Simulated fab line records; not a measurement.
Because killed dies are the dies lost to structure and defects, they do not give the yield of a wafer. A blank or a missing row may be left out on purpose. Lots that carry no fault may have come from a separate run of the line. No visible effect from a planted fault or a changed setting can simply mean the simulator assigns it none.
Chamber matching / flow n5_finfet / N5_FIN_SAQP_DESCUM_21 on rie_diel-05: 4 sister chambers
The step chemistry O2, time 7.9 s. 18 wafers are shown with their chamber, then 9 later ones without.

## EACH WAFER AND ITS CHAMBER
wafer=L075.2; chamber=0; drypump_motor_current_A (A)=5.9; showerhead_plenum_p_Torr (Torr)=2.05; throttle_valve_pct (%)=20.16
wafer=L075.4; chamber=1; drypump_motor_current_A (A)=6.4; showerhead_plenum_p_Torr (Torr)=2.01; throttle_valve_pct (%)=20.36
wafer=L075.6; chamber=0; drypump_motor_current_A (A)=5.9; showerhead_plenum_p_Torr (Torr)=2.05; throttle_valve_pct (%)=20.18
wafer=L077.1; chamber=2; drypump_motor_current_A (A)=5.2; showerhead_plenum_p_Torr (Torr)=2.15; throttle_valve_pct (%)=20.02
wafer=L077.2; chamber=3; drypump_motor_current_A (A)=4.9; showerhead_plenum_p_Torr (Torr)=2.03; throttle_valve_pct (%)=20.55
wafer=L077.5; chamber=3; drypump_motor_current_A (A)=4.9; showerhead_plenum_p_Torr (Torr)=2.03; throttle_valve_pct (%)=20.56
wafer=L079.1; chamber=2; drypump_motor_current_A (A)=5.2; showerhead_plenum_p_Torr (Torr)=2.15; throttle_valve_pct (%)=20.04
wafer=L079.4; chamber=3; drypump_motor_current_A (A)=4.9; showerhead_plenum_p_Torr (Torr)=2.02; throttle_valve_pct (%)=20.54
wafer=L079.5; chamber=2; drypump_motor_current_A (A)=5.2; showerhead_plenum_p_Torr (Torr)=2.15; throttle_valve_pct (%)=20.04
wafer=L083.3; chamber=0; drypump_motor_current_A (A)=5.9; showerhead_plenum_p_Torr (Torr)=2.05; throttle_valve_pct (%)=20.21
wafer=L083.5; chamber=1; drypump_motor_current_A (A)=6.4; showerhead_plenum_p_Torr (Torr)=2.01; throttle_valve_pct (%)=20.41
wafer=L083.6; chamber=0; drypump_motor_current_A (A)=6.0; showerhead_plenum_p_Torr (Torr)=2.05; throttle_valve_pct (%)=20.21
wafer=L085.1; chamber=3; drypump_motor_current_A (A)=4.9; showerhead_plenum_p_Torr (Torr)=2.02; throttle_valve_pct (%)=20.55
wafer=L085.3; chamber=2; drypump_motor_current_A (A)=5.2; showerhead_plenum_p_Torr (Torr)=2.14; throttle_valve_pct (%)=20.04
wafer=L085.6; chamber=0; drypump_motor_current_A (A)=6.0; showerhead_plenum_p_Torr (Torr)=2.05; throttle_valve_pct (%)=20.20
wafer=L088.1; chamber=2; drypump_motor_current_A (A)=5.2; showerhead_plenum_p_Torr (Torr)=2.14; throttle_valve_pct (%)=20.06
wafer=L088.3; chamber=3; drypump_motor_current_A (A)=4.9; showerhead_plenum_p_Torr (Torr)=2.02; throttle_valve_pct (%)=20.58
wafer=L088.6; chamber=3; drypump_motor_current_A (A)=4.9; showerhead_plenum_p_Torr (Torr)=2.02; throttle_valve_pct (%)=20.58

SIGNATURES, as means of the wafers listed above
reading=drypump_motor_current_A; chamber 0=5.940; chamber 1=6.400; chamber 2=5.200; chamber 3=4.900; scatter within a chamber=0.0293
reading=showerhead_plenum_p_Torr; chamber 0=2.0500; chamber 1=2.0100; chamber 2=2.1460; chamber 3=2.0233; scatter within a chamber=0.00425
reading=throttle_valve_pct; chamber 0=20.1920; chamber 1=20.3850; chamber 2=20.0400; chamber 3=20.5600; scatter within a chamber=0.0195
Rule: a wafer lies at a distance from a chamber equal to the root of the sum of squares, over the readings, of (its reading less the chamber's mean, divided by the reading's scatter). If the next closest chamber is less than 2 further off than the closest, the wafer can't be placed; otherwise it belongs to the closest. How the scatter is found: for the shown wafers, subtract from each reading the mean of its chamber, square and add these, divide the total by (wafers less chambers), then take the root.

## WAFERS MISSING THEIR CHAMBER
wafer=L089.2; drypump_motor_current_A (A)=6.4; showerhead_plenum_p_Torr (Torr)=2.01; throttle_valve_pct (%)=20.40
wafer=L089.5; drypump_motor_current_A (A)=5.2; showerhead_plenum_p_Torr (Torr)=2.14; throttle_valve_pct (%)=20.06
wafer=L089.6; drypump_motor_current_A (A)=6.4; showerhead_plenum_p_Torr (Torr)=2.01; throttle_valve_pct (%)=20.42
wafer=L096.3; drypump_motor_current_A (A)=4.9; showerhead_plenum_p_Torr (Torr)=2.01; throttle_valve_pct (%)=20.61
wafer=L096.5; drypump_motor_current_A (A)=4.9; showerhead_plenum_p_Torr (Torr)=2.01; throttle_valve_pct (%)=20.60
wafer=L096.6; drypump_motor_current_A (A)=5.2; showerhead_plenum_p_Torr (Torr)=2.13; throttle_valve_pct (%)=20.08
wafer=L097.1; drypump_motor_current_A (A)=5.2; showerhead_plenum_p_Torr (Torr)=2.13; throttle_valve_pct (%)=20.10
wafer=L097.2; drypump_motor_current_A (A)=4.9; showerhead_plenum_p_Torr (Torr)=2.01; throttle_valve_pct (%)=20.60
wafer=L097.6; drypump_motor_current_A (A)=6.4; showerhead_plenum_p_Torr (Torr)=2.00; throttle_valve_pct (%)=20.45

## WHICH CHAMBER EACH ONE RAN IN
wafer=L089.2; from the rows above=1; in truth=1
wafer=L089.5; from the rows above=2; in truth=2
wafer=L089.6; from the rows above=1; in truth=1
wafer=L096.3; from the rows above=3; in truth=3
wafer=L096.5; from the rows above=3; in truth=3
wafer=L096.6; from the rows above=2; in truth=2
wafer=L097.1; from the rows above=2; in truth=2
wafer=L097.2; from the rows above=3; in truth=3
wafer=L097.6; from the rows above=1; in truth=1
9 of 9 placed correctly. Not placeable from these rows: 0. Placed wrongly: 0.
